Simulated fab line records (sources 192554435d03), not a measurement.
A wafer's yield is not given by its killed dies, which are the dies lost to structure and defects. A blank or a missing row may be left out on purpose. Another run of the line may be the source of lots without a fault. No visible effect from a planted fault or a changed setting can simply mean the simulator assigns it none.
fab line records	flow n5Finfet
record lots=9	wafers=27	lastDay=19
route steps=1938 shown BEOL_M4@1111 BEOL_M11@1556 PASSIVATION@1936
lots that met no fault: from a run of the same line without faults
startH: hours from the record's first day to the start of the lot's first wafer shown	waitH: hours from the lot's prior step to this one	" repeats the value in the row above	L1.1+2: a row that stands for several wafers	- no value present, or no start provided	* or withheld: withheld	< > ~ a bound
route shown NAME@n: names a module that has steps shown in the file, with the first one's number in the route	usual: mean and standard deviation over wafers with no fault	same: alike in all rows	chamber/n: place in a boat	sites: each site's reading	_std_site: standard deviation across them	_edge_site: the outer-site mean with the inner-site mean subtracted	radiusMm: how far each site lies from the wafer's centre	mask NAME#n: copy n	behind: the most recent tool/chamber to have shaped the wafer	hold: cause of the lot's hold/its duration in hours/its outcome	device: transistor that didn't switch, given as n, p or np	end of line: the tests these same wafers got at the end of their route	where a step has no rows: the recipe by itself	killed: at the first sort, the dies lost to defects and structure; wafer yield is something else	map: a wafer's dies, marking killed ones x, the rest . and places with no die _
set.NAME: the run value of the setting; set.NAME@STEP: its run value at that earlier step	model.NAME: the simulator's own value behind a step, which no gauge read
a sample of lots followed through the steps of the route, with each step as a table and each wafer as a row
services: a tool's chamber out of use, with start hour (startH, from the record's first day; less than 0 if before it), hours out, and reason
## steps
# step N5_BEOL_M4_RC_MEAS_101
# usual DIBL_N=36.5/1.9	DIBL_P=36.7/2.1	IOFF_N=0.17/0.035	IOFF_P=0.22/0.042	ION_N=676/10	ION_P=462/8.1	SS_N=71.5/0.72	SS_P=73.4/0.7	VT_N=249/3.1	VT_P=-250/3.9
lot.wafer	tool	chamber	startH	waitH	DIBL_N[mV/V]	DIBL_P[mV/V]	IOFF_N[nA/um]	IOFF_P[nA/um]	ION_N[uA/um]	ION_P[uA/um]	SS_N[mV/dec]	SS_P[mV/dec]	VT_N[mV]	VT_P[mV]
L601.2	prober-02	0	180.98	0.2	38.3	40.1	0.21	0.31	678	466	72.6	74.4	250	-246
L601.4	"	0	"	"	38.4	40.2	0.22	0.31	695	481	71.9	74.1	245	-244
L601.6	"	0	"	"	36.6	36.9	0.18	0.25	681	471	72.8	73.3	249	-246
L606.1	prober-01	0	220.97	0.0	36.9	36.0	0.17	0.23	683	469	70.4	73.1	246	-247
L606.3	"	0	"	"	40.6	39.9	0.23	0.30	687	467	72.6	74.6	245	-242
L606.5	"	0	"	"	38.2	36.8	0.19	0.25	678	463	71.1	74.0	246	-246
L613.2	prober-01	0	255.38	0.2	37.7	38.6	0.19	0.21	680	453	72.7	73.8	245	-252
L613.3	"	0	"	"	36.5	38.0	0.17	0.19	675	456	71.8	73.5	249	-254
L613.6	"	0	"	"	37.2	38.5	0.18	0.20	683	458	72.0	73.6	250	-252
L616.3	prober-01	0	269.23	0.3	36.0	34.8	0.15	0.18	666	454	72.0	72.8	254	-252
L616.4	"	0	"	"	37.1	35.7	0.16	0.19	668	456	72.6	72.5	249	-254
L616.6	"	0	"	"	35.8	34.6	0.14	0.18	657	446	71.6	72.5	253	-252
L617.2	prober-02	0	279.71	0.2	37.5	37.4	0.20	0.29	689	478	72.3	73.8	245	-241
L617.5	"	0	"	"	37.1	37.9	0.20	0.31	698	489	71.0	74.6	245	-242
L617.6	"	0	"	"	35.9	35.3	0.16	0.25	681	477	70.9	74.0	250	-244
L618.3	prober-01	0	288.55	0.3	32.7	31.2	0.11	0.13	666	450	69.8	72.5	256	-258
L618.5	"	0	"	"	39.9	39.2	0.23	0.24	682	460	72.1	74.5	249	-251
L618.6	"	0	"	"	33.9	34.2	0.12	0.17	661	460	70.7	72.8	256	-254
L619.2	prober-01	0	298.20	0.2	34.7	37.2	0.13	0.22	663	463	71.5	73.4	254	-249
L619.3	"	0	"	"	34.3	35.7	0.13	0.21	666	461	70.9	73.4	254	-249
L619.4	"	0	"	"	37.2	39.5	0.18	0.26	687	471	72.2	73.7	249	-247
L622.1	prober-02	0	324.73	0.0	36.1	34.6	0.13	0.18	657	454	71.0	72.7	252	-253
L622.2	"	0	"	"	35.7	35.6	0.14	0.19	662	455	71.3	73.0	252	-253
L622.5	"	0	"	"	38.8	38.9	0.19	0.25	676	463	71.8	73.1	246	-247
L623.3	prober-01	0	348.43	0.3	35.8	36.4	0.18	0.24	683	470	71.4	73.4	247	-247
L623.4	"	0	"	"	37.7	38.7	0.19	0.26	674	460	72.8	73.5	246	-248
L623.5	"	0	"	"	35.5	36.3	0.16	0.23	682	472	71.3	73.2	249	-247
# step N5_BEOL_M11_STRIP_67
# recipe chemistry=CF4	resist=SiARC	powerW=300	biasPowerW=75	pressureMtorr=50	cf4FlowSccm=150	rfFrequencyHz=6e+07
# usual chamberPressureMTorr=49.99/0.049	drypumpMotorCurrentA=5.5/0.53	oesProductAu=0.78/0.079	rfVppV=271.3/1.6	showerheadPlenumPTorr=1.81/0.065	throttleValvePct=13.72/0.23
lot.wafer	tool	chamber	startH	waitH	chamberPressureMTorr	drypumpMotorCurrentA	oesProductAu	rfHoursCounterH	rfVppV	showerheadPlenumPTorr	throttleValvePct
L601.2	rieDiel-03	2	255.51	0.0	49.96	6.1	0.93	6	271.8	1.85	13.28
L601.4	"	3	"	"	50.03	6.3	0.91	28	270.1	1.76	13.64
L601.6	"	0	"	"	49.94	4.9	0.75	-	270.5	1.70	13.89
L606.1	rieDiel-03	2	284.51	0.0	50.13	6.1	0.91	15	272.4	1.85	13.28
L606.3	"	1	"	"	50.07	6.0	0.70	196	270.6	1.79	13.92
L606.5	"	0	"	"	50.06	4.9	0.74	-	268.6	1.70	13.90
L613.2	rieDiel-04	2	320.45	0.0	50.04	5.1	0.69	233	268.9	1.72	13.84
L613.3	"	0	"	"	49.94	5.3	0.71	195	271.1	1.79	13.53
L613.6	"	2	"	"	49.98	5.1	0.69	-	269.4	1.72	13.84
L616.3	rieDiel-03	3	331.36	0.0	49.99	6.2	0.87	51	270.4	1.75	13.67
L616.4	"	2	"	"	50.00	6.2	0.88	29	272.3	1.84	13.31
L616.6	"	3	"	"	49.95	6.3	0.86	-	270.9	1.75	13.67
L617.2	rieDiel-05	0	340.10	0.0	50.05	5.8	0.79	111	273.3	1.89	13.64
L617.5	"	1	"	"	50.05	5.6	0.79	-	273.1	1.89	13.84
L617.6	"	2	"	"	49.91	5.0	0.86	-	274.1	1.90	13.65
L618.3	rieDiel-03	0	348.33	0.0	50.01	4.9	0.72	211	269.2	1.70	13.95
L618.5	"	1	"	"	49.97	6.0	0.68	-	270.9	1.79	13.98
L618.6	"	0	"	"	49.96	4.9	0.73	-	268.1	1.70	13.93
L619.2	rieDiel-03	1	363.28	0.0	49.96	6.0	0.68	221	270.2	1.78	13.98
L619.3	"	3	"	"	50.05	6.3	0.85	61	269.0	1.75	13.70
L619.4	"	2	"	"	50.00	6.1	0.86	41	272.2	1.84	13.36
L622.1	rieDiel-03	2	382.91	0.0	49.93	6.1	0.86	48	272.1	1.84	13.35
L622.2	"	3	"	"	50.00	6.3	0.84	68	270.6	1.74	13.70
L622.5	"	2	"	"	49.99	6.1	0.85	-	273.2	1.84	13.37
L623.3	rieDiel-04	3	399.42	0.0	50.03	4.9	0.71	225	273.9	1.83	13.85
L623.4	"	1	"	"	49.87	4.9	0.70	222	272.8	1.85	14.11
L623.5	"	0	"	"	50.00	5.3	0.69	-	270.4	1.78	13.59
# step N5_BEOL_M11_CD_MEAS_18
# recipe pitchNm=140	targetCdNm=70
# usual cdNm=70.0/0.61
lot.wafer	tool	chamber	startH	waitH	cdNm
L601.2	cdSem-03	-	255.90	0.1	69.3
L601.4	"	-	"	"	69.8
L601.6	"	-	"	"	69.1
L606.1	cdSem-02	-	284.73	0.1	69.9
L606.3	"	-	"	"	69.8
L606.5	"	-	"	"	69.2
L613.2	cdSem-02	-	320.79	0.1	70.3
L613.3	"	-	"	"	69.8
L613.6	"	-	"	"	70.0
L616.3	cdSem-02	-	331.58	0.1	69.2
L616.4	"	-	"	"	69.4
L616.6	"	-	"	"	69.8
L617.2	cdSem-01	-	340.32	0.1	71.1
L617.5	"	-	"	"	71.0
L617.6	"	-	"	"	70.3
L618.3	cdSem-03	-	348.64	0.1	70.3
L618.5	"	-	"	"	69.7
L618.6	"	-	"	"	69.5
L619.2	cdSem-02	-	363.50	0.1	69.5
L619.3	"	-	"	"	70.2
L619.4	"	-	"	"	70.7
L622.1	cdSem-02	-	383.14	0.0	70.3
L622.2	"	-	"	"	69.3
L622.5	"	-	"	"	70.5
L623.3	cdSem-01	-	399.66	0.1	70.1
L623.4	"	-	"	"	70.3
L623.5	"	-	"	"	70.0
# step N5_BEOL_M11_VIA_ETCH_34
# recipe chemistry=C4F6/O2	target=SiCOH_lowk	targetDepthA=1845	maskMaterial=SOC	taperDeg=4	timeS=69.2	ionEnergyEv=250	pressureMtorr=30	sourceW=345	biasW=185	Ar_flow_sccm=300	C4F6_flow_sccm=10	O2_flow_sccm=10
# usual C4F6_flow_sccm=10.00/0.032	O2_flow_sccm=9.995/0.03	biasW=185.1/0.55	chamberPressureMTorr=29.998/0.028	drypumpMotorCurrentA=5.5/0.54	oes_ar_750_au=0.77/0.076	oesProductAu=0.77/0.082	rfVppV=668/10	showerheadPlenumPTorr=2.84/0.098	throttleValvePct=21.02/0.27
lot.wafer	tool	chamber	startH	waitH	C4F6_flow_sccm	O2_flow_sccm	biasW	chamberPressureMTorr	drypumpMotorCurrentA	oes_ar_750_au	oesProductAu	rfHoursCounterH	rfVppV	showerheadPlenumPTorr	throttleValvePct
L601.2	rieDiel-03	1	257.23	0.0	10.06	10.006	185.4	29.956	6.1	0.70	0.70	188	660	2.83	21.10
L601.4	"	2	"	"	10.01	10.021	185.6	29.990	6.1	0.94	0.96	7	682	2.90	20.50
L601.6	"	0	"	"	9.97	9.967	184.7	30.018	4.9	0.74	0.74	-	666	2.72	21.18
L606.1	rieDiel-04	3	285.88	0.0	9.99	10.001	185.7	30.018	4.9	0.71	0.73	195	679	2.92	21.04
L606.3	"	0	"	"	10.00	9.963	184.9	30.019	5.3	0.71	0.72	184	678	2.82	20.65
L606.5	"	3	"	"	10.01	10.000	186.1	29.966	4.9	0.72	0.73	-	678	2.92	21.06
L613.2	rieDiel-03	1	323.41	0.0	10.03	10.012	184.9	29.970	6.0	0.69	0.68	206	660	2.82	21.13
L613.3	"	2	"	"	10.03	10.060	184.8	30.013	6.1	0.88	0.90	26	682	2.89	20.51
L613.6	"	3	"	"	9.99	10.013	185.1	30.001	6.3	0.87	0.87	-	655	2.81	21.26
L616.3	rieDiel-03	0	333.05	0.0	-	-	-	-	-	-	-	-	-	-	-
L616.4	"	2	"	"	-	-	-	-	-	-	-	-	-	-	-
L616.6	"	1	"	"	-	-	-	-	-	-	-	-	-	-	-
L617.2	rieDiel-03	3	341.59	0.0	-	-	-	-	-	-	-	-	-	-	-
L617.5	"	0	"	"	-	-	-	-	-	-	-	-	-	-	-
L617.6	"	3	"	"	-	-	-	-	-	-	-	-	-	-	-
L618.3	rieDiel-04	1	349.40	0.0	-	-	-	-	-	-	-	-	-	-	-
L618.5	"	1	"	"	-	-	-	-	-	-	-	-	-	-	-
L618.6	"	0	"	"	-	-	-	-	-	-	-	-	-	-	-
L619.2	rieDiel-05	1	364.69	0.0	10.00	10.047	185.5	29.984	5.6	0.80	0.79	108	672	2.99	21.18
L619.3	"	2	"	"	9.94	9.967	184.3	30.017	5.0	0.84	0.87	66	678	2.99	21.03
L619.4	"	3	"	"	10.02	10.010	183.8	29.939	6.2	0.80	0.81	83	667	2.76	20.62
L622.1	rieDiel-03	0	385.41	0.0	10.05	10.013	184.3	29.957	4.9	0.72	0.71	223	666	2.70	21.25
L622.2	"	1	"	"	10.01	9.987	184.9	29.996	6.1	0.68	0.67	227	658	2.81	21.17
L622.5	"	0	"	"	10.06	9.980	184.7	29.989	4.9	0.71	0.72	-	668	2.70	21.26
L623.3	rieDiel-04	0	401.80	0.0	9.98	10.007	184.7	29.985	5.3	0.69	0.68	221	678	2.80	20.71
L623.4	"	3	"	"	9.98	10.049	185.7	30.014	4.9	0.69	0.70	226	679	2.91	21.09
L623.5	"	0	"	"	9.98	10.035	185.0	30.020	5.3	0.68	0.68	-	676	2.81	20.72
# step N5_BEOL_M11_STRIP_77
# recipe chemistry=N2/H2	timeS=10	powerW=450	tempC=40	pressureMtorr=20	rfFrequencyHz=6e+07	biasPowerW=7	n2FlowSccm=200	h2FlowSccm=200
# usual chamberPressureMTorr=20.001/0.016	drypumpMotorCurrentA=5.5/0.54	oesProductAu=0.77/0.081	rfVppV=59.2/0.9	showerheadPlenumPTorr=2.53/0.094	tempC=40.02/0.11	throttleValvePct=23.68/0.29
lot.wafer	tool	chamber	startH	waitH	chamberPressureMTorr	drypumpMotorCurrentA	oesProductAu	rfHoursCounterH	rfVppV	showerheadPlenumPTorr	tempC	throttleValvePct
L601.2	rieDiel-03	1	-	-	20.003	6.0	0.70	188	58.6	2.52	40.07	23.84
L601.4	"	2	"	"	20.004	6.2	0.97	7	59.9	2.59	39.83	23.09
L601.6	"	0	"	"	19.986	4.9	0.75	-	58.8	2.43	40.13	23.89
L606.1	rieDiel-04	3	-	-	19.987	4.9	0.73	195	59.5	2.61	40.06	23.82
L606.3	"	0	"	"	19.949	5.3	0.72	185	59.4	2.53	39.98	23.41
L606.5	"	3	"	"	20.014	4.9	0.73	-	58.9	2.61	39.92	23.81
L613.2	rieDiel-03	1	-	-	20.020	6.1	0.69	206	58.4	2.51	40.26	23.85
L613.3	"	2	"	"	20.018	6.2	0.91	26	57.7	2.59	40.13	23.14
L613.6	"	3	"	"	20.006	6.3	0.89	-	59.3	2.46	40.01	23.65
L616.3	rieDiel-03	0	-	-	20.002	4.9	0.72	205	58.3	2.42	39.86	23.94
L616.4	"	2	"	"	19.990	6.2	0.90	30	60.2	2.58	40.22	23.13
L616.6	"	1	"	"	20.001	6.0	0.68	-	60.5	2.51	40.09	23.87
L617.2	rieDiel-03	3	-	-	20.010	6.3	0.87	54	59.4	2.46	39.95	23.66
L617.5	"	0	"	"	20.008	4.9	0.72	-	59.0	2.42	40.17	23.94
L617.6	"	3	"	"	19.990	6.3	0.86	-	60.3	2.46	40.02	23.66
L618.3	rieDiel-04	1	-	-	20.011	4.9	0.71	205	59.2	2.62	40.27	24.26
L618.5	"	1	"	"	19.992	4.9	0.72	-	58.5	2.62	40.08	24.24
L618.6	"	0	"	"	20.016	5.3	0.70	-	58.1	2.53	40.08	23.45
L619.2	rieDiel-05	1	-	-	20.002	5.6	0.79	108	58.3	2.66	40.02	23.65
L619.3	"	2	"	"	20.027	5.0	0.86	66	60.1	2.67	40.00	23.72
L619.4	"	3	"	"	20.033	6.1	0.82	83	59.8	2.44	39.94	23.34
L622.1	rieDiel-03	0	-	-	20.010	4.9	0.72	223	57.9	2.41	39.87	23.94
L622.2	"	1	"	"	20.004	6.1	0.67	228	58.2	2.50	39.90	23.89
L622.5	"	0	"	"	20.008	4.9	0.71	-	59.2	2.41	39.99	23.95
L623.3	rieDiel-04	0	-	-	19.983	5.3	0.69	221	59.3	2.52	39.87	23.47
L623.4	"	3	"	"	20.025	4.9	0.71	226	57.8	2.60	39.99	23.85
L623.5	"	0	"	"	19.995	5.3	0.69	-	59.4	2.52	39.88	23.46
# step N5_PASSIVATION_PROBE_49
# usual defectLimitedYield=91.4/1.5	killed_at_M0_to_M3=35/12	killed_at_M4_up=13/5.8	killedAtContacts=12/5.5	killedAtFrontEnd=36/9.9	killedAtOther=4/3.7	killedDies=101/18	killedOnRim=13/4.1	killedOpen=66/13	killedShort=33/8	sort_bin_5_function=5.0/1	sort_bin_6_memory=3.2/0.67	sortNPass=1079/18	sortYieldPct=91.4/1.5
# same grossDies=1180	killedAtBackSide=0	sort_bin_4_leakage[%]=0	sort_bin_8_speed[%]=0
lot.wafer	tool	chamber	startH	waitH	defectLimitedYield[%]	killed_at_M0_to_M3	killed_at_M4_up	killedAtContacts	killedAtFrontEnd	killedAtOther	killedDies	killedOnRim	killedOpen	killedShort	sort_bin_5_function[%]	sort_bin_6_memory[%]	sortNPass	sortYieldPct[%]
L601.2	prober-01	-	299.99	0.1	87.6	40	23	23	55	5	146	26	93	53	7.6	4.4	1034	87.6
L601.4	prober-01	-	300.09	0.2	89.6	44	17	8	52	2	123	7	83	38	6.1	4.0	1057	89.6
L601.6	prober-01	-	300.19	0.3	89.3	47	19	13	46	1	126	15	83	41	5.6	4.3	1054	89.3
L606.1	prober-02	-	325.76	0.0	91.8	20	17	7	48	5	97	15	73	17	4.9	2.5	1083	91.8
L606.3	prober-02	-	325.86	0.1	91.9	19	10	7	50	10	96	8	73	19	5.6	2.4	1084	91.9
L606.5	prober-02	-	325.96	0.2	91.1	29	10	5	58	3	105	13	69	27	4.8	3.1	1075	91.1
L613.2	prober-02	-	372.15	0.1	92.7	30	11	9	36	0	86	12	64	19	3.5	3.4	1094	92.7
L613.3	prober-02	-	372.20	0.1	91.4	32	10	10	43	7	102	13	66	34	4.0	4.5	1078	91.4
L613.6	prober-02	-	372.35	0.3	92.4	27	18	9	36	0	90	13	58	32	4.8	2.4	1090	92.4
L616.3	prober-02	-	377.18	0.1	0	37	1097	13	21	12	1180	152	58	32	96.6	3.2	0	0
L616.4	prober-02	-	377.23	0.2	0	36	1096	7	30	11	1180	152	60	31	96.6	2.8	0	0
L616.6	prober-02	-	377.33	0.3	0	21	1090	18	36	15	1180	152	64	39	95.6	4.1	0	0
L617.2	prober-01	-	380.66	0.1	0	52	1071	11	40	6	1180	152	79	40	95.6	4.0	0	0
L617.5	prober-01	-	380.81	0.2	0	50	1079	17	27	7	1180	152	85	33	96.3	3.6	0	0
L617.6	prober-01	-	380.86	0.3	0	59	1054	33	26	8	1180	152	88	53	94.8	4.7	0	0
L618.3	prober-02	-	393.72	0.1	0	22	1117	7	25	9	1180	152	52	20	98.0	2.0	0	0
L618.5	prober-02	-	393.82	0.2	0	31	1110	8	27	4	1180	152	57	23	97.9	1.9	0	0
L618.6	prober-02	-	393.87	0.3	0	24	1111	8	36	1	1180	152	50	33	96.5	3.0	0	0
L619.2	prober-02	-	412.14	0.1	91.0	30	20	17	39	0	106	12	62	38	5.0	3.4	1074	91.0
L619.3	prober-02	-	412.19	0.1	89.5	40	15	24	42	3	124	18	85	35	6.1	3.7	1056	89.5
L619.4	prober-02	-	412.24	0.2	92.2	20	21	12	39	0	92	12	62	29	4.7	2.7	1088	92.2
L622.1	prober-01	-	428.96	0.0	92.8	24	16	12	30	3	85	14	57	27	4.0	2.9	1095	92.8
L622.2	prober-01	-	429.01	0.1	90.5	41	16	5	39	11	112	12	75	37	5.4	3.6	1068	90.5
L622.5	prober-01	-	429.16	0.2	89.6	42	16	15	44	6	123	9	90	31	5.8	4.5	1057	89.6
L623.3	prober-02	-	448.33	0.1	94.2	22	3	9	32	2	68	4	38	28	2.7	2.7	1112	94.2
L623.4	prober-02	-	448.38	0.2	88.9	45	10	20	54	2	131	16	93	38	7.1	3.7	1049	88.9
L623.5	prober-02	-	448.43	0.2	91.1	39	14	18	32	2	105	16	65	38	5.3	3.5	1075	91.1
# killed by level:class
L601.2 MOL_CONTACT_COAG:geometricParticle:open=20 FIN_SAQP:geometricParticle:short=19 BEOL_M4:geometricParticle:open=14 FIN_SAQP:geometricParticle:open=13 BEOL_M3:geometricParticle:open=9 STI_FIN_REVEAL:geometricParticle:open=6 BEOL_M5:geometricParticle:open=6 BEOL_M0_SAQP:geometricParticle:open=6
L601.4 FIN_SAQP:geometricParticle:open=11 STI_FIN_REVEAL:geometricParticle:open=11 FIN_SAQP:geometricParticle:short=10 BEOL_M3:geometricParticle:open=9 DUMMY_GATE:geometricParticle:open=8 BEOL_M1:geometricParticle:open=8 BEOL_M3:geometricParticle:short=7 BEOL_M4:geometricParticle:open=7
L601.6 FIN_SAQP:geometricParticle:open=18 BEOL_M0_SAQP:geometricParticle:open=12 FIN_SAQP:geometricParticle:short=11 MOL_CONTACT_COAG:geometricParticle:open=7 BEOL_M2:geometricParticle:open=7 MOL_CONTACT_COAG:geometricParticle:short=6 BEOL_M1:geometricParticle:open=6 BEOL_M0_SAQP:geometricParticle:short=5
L606.1 STI_FIN_REVEAL:geometricParticle:open=19 BEOL_M3:geometricParticle:open=10 BEOL_M4:geometricParticle:open=8 HKMG_FIN:areaEtch=7 MOL_CONTACT_COAG:geometricParticle:open=6 DUMMY_GATE:geometricParticle:open=5 FIN_SAQP:geometricParticle:open=4 PASS1_DEP:geometricParticle:open=4
L606.3 STI_FIN_REVEAL:geometricParticle:open=19 DUMMY_GATE:geometricParticle:open=8 BEOL_M0_SAQP:geometricParticle:open=8 MOL_CONTACT_COAG:geometricParticle:open=7 FIN_SAQP:geometricParticle:open=6 BEOL_M3:geometricParticle:open=4 BEOL_M4:geometricParticle:open=4 ILD0:geometricParticle:open=3
L606.5 STI_FIN_REVEAL:geometricParticle:open=16 BEOL_M3:geometricParticle:open=14 HKMG_FIN:areaEtch=9 FIN_SAQP:geometricParticle:short=6 BEOL_M0_SAQP:geometricParticle:open=6 FIN_SAQP:geometricParticle:open=5 MOL_CONTACT_COAG:geometricParticle:open=5 DUMMY_GATE:geometricParticle:open=4
L613.2 BEOL_M2:geometricParticle:open=9 FIN_SAQP:geometricParticle:open=6 MOL_CONTACT_COAG:geometricParticle:open=6 BEOL_M1:geometricParticle:open=6 STI_FIN_REVEAL:geometricParticle:open=5 DUMMY_GATE:geometricParticle:open=5 BEOL_M0:geometricParticle:open=5 GATE_CUT:geometricParticle:open=4
L613.3 MOL_CONTACT_COAG:geometricParticle:open=9 FIN_SAQP:geometricParticle:open=9 FIN_SAQP:geometricParticle:short=6 BEOL_M0_SAQP:geometricParticle:open=6 BEOL_M1:geometricParticle:open=6 BEOL_M2:geometricParticle:open=6 ILD0:geometricParticle:short=5 DUMMY_GATE:geometricParticle:open=4
L613.6 BEOL_M2:geometricParticle:open=9 DUMMY_GATE:geometricParticle:open=7 BEOL_M4:geometricParticle:open=6 MOL_CONTACT_COAG:geometricParticle:open=6 ILD0:geometricParticle:short=5 BEOL_M1:geometricParticle:open=5 FIN_SAQP:geometricParticle:open=4 BEOL_M5:geometricParticle:open=4
L616.3 BEOL_M11:areaEtch=1090 MOL_CONTACT_COAG:geometricParticle:open=11 BEOL_M0_SAQP:geometricParticle:short=9 FIN_SAQP:geometricParticle:short=5 BEOL_M0_SAQP:geometricParticle:open=5 BEOL_M0:geometricParticle:open=5 BEOL_M1:geometricParticle:open=5 BEOL_M2:geometricParticle:open=5
L616.4 BEOL_M11:areaEtch=1088 BEOL_M3:geometricParticle:open=12 FIN_SAQP:geometricParticle:open=8 FIN_SAQP:geometricParticle:short=7 BEOL_M2:geometricParticle:open=7 MOL_CONTACT_COAG:geometricParticle:open=6 BEOL_M1:geometricParticle:open=5 GATE_CUT:geometricParticle:short=5
L616.6 BEOL_M11:areaEtch=1077 MOL_CONTACT_COAG:geometricParticle:open=17 FIN_SAQP:geometricParticle:short=11 FIN_SAQP:geometricParticle:open=8 BEOL_M0_SAQP:geometricParticle:short=6 BEOL_M3:geometricParticle:open=6 BEOL_M4:geometricParticle:open=5 MIM_BOT:geometricParticle:short=5
L617.2 BEOL_M11:areaEtch=1061 BEOL_M3:geometricParticle:open=12 STI_FIN_REVEAL:geometricParticle:open=10 BEOL_M0_SAQP:geometricParticle:open=10 DUMMY_GATE:geometricParticle:open=9 MOL_CONTACT_COAG:geometricParticle:open=8 BEOL_M0_SAQP:geometricParticle:short=8 BEOL_M8:geometricParticle:open=7
L617.5 BEOL_M11:areaEtch=1062 MOL_CONTACT_COAG:geometricParticle:open=16 BEOL_M2:geometricParticle:open=13 BEOL_M0_SAQP:geometricParticle:open=12 FIN_SAQP:geometricParticle:open=8 BEOL_M4:geometricParticle:open=8 BEOL_M3:geometricParticle:open=7 BEOL_M1:geometricParticle:short=5
L617.6 BEOL_M11:areaEtch=1039 MOL_CONTACT_COAG:geometricParticle:open=26 BEOL_M1:geometricParticle:short=14 BEOL_M2:geometricParticle:open=10 GATE_CUT:geometricParticle:short=10 BEOL_M0_SAQP:geometricParticle:open=9 BEOL_M4:geometricParticle:open=9 MOL_CONTACT_COAG:geometricParticle:short=7
L618.3 BEOL_M11:areaEtch=1106 BEOL_M0_SAQP:geometricParticle:open=9 MOL_CONTACT_COAG:geometricParticle:open=7 MIM_TOP:geometricParticle:open=6 STI_FIN_REVEAL:geometricParticle:open=4 GATE_CUT:geometricParticle:open=4 BEOL_M0_SAQP:geometricParticle:short=4 FIN_SAQP:geometricParticle:open=3
L618.5 BEOL_M11:areaEtch=1098 STI_FIN_REVEAL:geometricParticle:open=10 BEOL_M4:geometricParticle:open=8 BEOL_M1:geometricParticle:open=7 BEOL_M2:geometricParticle:open=7 MOL_CONTACT_COAG:geometricParticle:open=6 BEOL_M0_SAQP:geometricParticle:open=6 BEOL_M0_SAQP:geometricParticle:short=3
L618.6 BEOL_M11:areaEtch=1093 BEOL_M4:geometricParticle:open=10 BEOL_M0_SAQP:geometricParticle:short=8 BEOL_M3:geometricParticle:open=8 MOL_CONTACT_COAG:geometricParticle:open=7 FIN_SAQP:geometricParticle:short=6 FIN_SAQP:geometricParticle:open=6 BEOL_M0_SAQP:geometricParticle:open=5
L619.2 MOL_CONTACT_COAG:geometricParticle:open=14 FIN_SAQP:geometricParticle:short=12 BEOL_M1:geometricParticle:open=10 GATE_CUT:geometricParticle:short=7 FIN_SAQP:geometricParticle:open=5 BEOL_M0_SAQP:geometricParticle:open=5 BEOL_M4:geometricParticle:open=5 BEOL_M4:geometricParticle:short=5
L619.3 MOL_CONTACT_COAG:geometricParticle:open=21 BEOL_M0_SAQP:geometricParticle:open=14 BEOL_M4:geometricParticle:open=10 DUMMY_GATE:geometricParticle:open=7 FIN_SAQP:geometricParticle:open=6 STI_FIN_REVEAL:geometricParticle:open=6 BEOL_M1:geometricParticle:open=6 BEOL_M1:geometricParticle:short=6
L619.4 STI_FIN_REVEAL:geometricParticle:open=12 BEOL_M4:geometricParticle:open=12 FIN_SAQP:geometricParticle:short=8 MOL_CONTACT_COAG:geometricParticle:open=7 BEOL_M3:geometricParticle:open=7 BEOL_M4:geometricParticle:short=4 MOL_CONTACT_COAG:geometricParticle:short=4 FIN_SAQP:geometricParticle:open=3
L622.1 BEOL_M2:geometricParticle:open=9 MOL_CONTACT_COAG:geometricParticle:open=7 BEOL_M4:geometricParticle:open=6 STI_FIN_REVEAL:geometricParticle:open=5 GATE_CUT:geometricParticle:short=5 MOL_CONTACT_COAG:geometricParticle:short=5 STARTING-WAFER:geometricParticle:short=4 FIN_SAQP:geometricParticle:short=3
L622.2 STI_FIN_REVEAL:geometricParticle:open=13 BEOL_M0_SAQP:geometricParticle:short=11 BEOL_M2:geometricParticle:open=11 BEOL_M1:geometricParticle:open=9 BEOL_M4:geometricParticle:open=9 FIN_SAQP:geometricParticle:short=8 PASS1_CAP:geometricParticle:open=6 MOL_CONTACT_COAG:geometricParticle:open=4
L622.5 FIN_SAQP:geometricParticle:open=15 MOL_CONTACT_COAG:geometricParticle:open=11 BEOL_M2:geometricParticle:open=11 BEOL_M1:geometricParticle:open=9 BEOL_M4:geometricParticle:open=7 DUMMY_GATE:geometricParticle:open=6 BEOL_M0_SAQP:geometricParticle:open=6 FIN_SAQP:geometricParticle:short=5
L623.3 MOL_CONTACT_COAG:geometricParticle:open=7 BEOL_M0_SAQP:geometricParticle:open=7 STI_FIN_REVEAL:geometricParticle:open=5 DUMMY_GATE:geometricParticle:open=5 BEOL_M2:geometricParticle:open=5 FIN_SAQP:geometricParticle:short=4 BEOL_M0_SAQP:geometricParticle:short=4 FIN_SAQP:geometricParticle:open=3
L623.4 FIN_SAQP:geometricParticle:short=17 MOL_CONTACT_COAG:geometricParticle:open=16 STI_FIN_REVEAL:geometricParticle:open=12 BEOL_M0_SAQP:geometricParticle:open=12 BEOL_M1:geometricParticle:open=10 FIN_SAQP:geometricParticle:open=9 DUMMY_GATE:geometricParticle:open=8 BEOL_M3:geometricParticle:open=8
L623.5 MOL_CONTACT_COAG:geometricParticle:open=13 BEOL_M3:geometricParticle:open=8 BEOL_M0_SAQP:geometricParticle:short=7 STI_FIN_REVEAL:geometricParticle:open=7 FIN_SAQP:geometricParticle:short=6 BEOL_M2:geometricParticle:open=6 FIN_SAQP:geometricParticle:open=5 MOL_CONTACT_COAG:geometricParticle:short=5
## services
tool	chamber	startH	hours	kind
rieDiel-05	3	251.62	3.5	repair
rieDiel-03	-	253.91	0.7	repair
rieDiel-04	3	309.13	11.7	repair
rieDiel-04	1	326.22	4.5	repair
rieDiel-04	3	358.52	5.5	repair
rieDiel-04	2	371.62	-	clean
rieDiel-04	2	371.62	-	consumableReplace:focusRing
rieDiel-04	2	371.62	-	consumableReplace:showerhead
rieDiel-04	2	371.62	24.5	scheduledDown
rieDiel-04	2	371.62	24.5	ventCycle
## key
firstSign step=N5_BEOL_M11_VIA_ETCH_34	reading=toolRecord	direction=missing
effect step=N5_PASSIVATION_PROBE_49	reading=killed_at_M4_up	direction=up	sigmas=99+	usual=13	struck=1092
moreKillsBornAt N5_BEOL_M11_VIA_ETCH_34@rieDiel-03=6417	N5_BEOL_M11_VIA_ETCH_34@rieDiel-04=3297
metAt N5_BEOL_M11_VIA_ETCH_34
struckLots L616,L617,L618
laterRowsLeftOut L616.3,L616.4,L616.6,L617.2,L617.5,L617.6,L618.3,L618.5,L618.6
notActingAt N5_BEOL_M11_STRIP_67,N5_BEOL_M11_CD_MEAS_18,N5_BEOL_M11_STRIP_77
onsetBetween 323.41 333.05
fault kind=skippedStepWhole	tool=rieDiel-03,rieDiel-04	chamber=-	onsetH=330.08	steps=N5_BEOL_M11_VIA_ETCH_34	scope=struckLotsOnly
# laterRowsLeftOut: the simulator's readings of these wafers behind a module that went badly wrong aren't trusted and aren't shown, but for the sort
